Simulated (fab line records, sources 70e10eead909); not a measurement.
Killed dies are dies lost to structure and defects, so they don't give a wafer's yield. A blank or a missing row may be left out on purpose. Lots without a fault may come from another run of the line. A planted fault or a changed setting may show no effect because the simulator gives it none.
Which tool did it? | flow nand_harc | 12 lots, 36 wafers sampled, at 2 steps of a route of 1302

WHAT THE GAUGES READ, wafer by wafer
NHARC_A_CONTACT_INSPECT_44.
lot  | measured     | on                | raw_defect_count
L076 | day 22 02:33 | defect_inspect-02 | 110 101 91
L077 | day 22 13:36 | defect_inspect-02 | 148 154 145
L079 | day 23 14:51 | defect_inspect-01 | 65 83 67
L081 | day 25 07:16 | defect_inspect-02 | 23 37 37
L083 | day 25 15:49 | defect_inspect-01 | 121 129 133
L086 | day 26 03:04 | defect_inspect-02 | 127 117 130
L085 | day 26 10:50 | defect_inspect-01 | 73 68 61
L088 | day 27 20:04 | defect_inspect-02 | 68 46 53
L090 | day 28 14:56 | defect_inspect-02 | 105 111 92
L094 | day 30 00:58 | defect_inspect-01 | 80 85 68
L096 | day 30 13:41 | defect_inspect-01 | 21 16 21
L097 | day 31 14:10 | defect_inspect-01 | 148 133 143

WHICH TOOL RAN EACH LOT (tool, then ch and the chambers of the sampled wafers, then the start)
lot  | NHARC_A_CONTACT_DEP_24
L076 | pecvd-02 ch 0,1,2, day 21 19:23
L077 | pecvd-03 ch 0,1,2, day 22 07:48
L079 | pecvd-04 ch 0,1, day 23 07:30
L081 | pecvd-03 ch 0,1, day 25 01:25
L083 | pecvd-04 ch 0,1,2, day 25 09:19
L086 | pecvd-03 ch 0,1,2, day 25 21:29
L085 | pecvd-02 ch 0,1, day 26 04:41
L088 | pecvd-03 ch 0,1,2, day 27 14:30
L090 | pecvd-03 ch 1,2, day 28 07:35
L094 | pecvd-02 ch 0,1, day 29 19:17
L096 | pecvd-02 ch 0,1,2, day 30 07:55
L097 | pecvd-04 ch 0,1,2, day 31 08:28
- NHARC_A_CONTACT_DEP_24: deposits SiO2, target thk 500 nm.

THE ANSWER, worked out from the rows above alone
Rule: what is usual is taken from the lots themselves. Put in order of their means at a reading, lots are off if they are a third of the lots or fewer, leave a main group of 4 or more, and stand apart from it by a gap of 3 or more times the standard deviation of the main group's means; of several such gaps the widest counts. A main group whose means are all the same, to the digits that the tables above print for the reading, isn't used. A lot without any number at a reading at which 4 lots or more have one is off too. The other lots that the step has rows for count as sound.
No lot is off at any reading shown: from this, nothing can be told.

WHAT THE SIMULATOR HAD PUT IN
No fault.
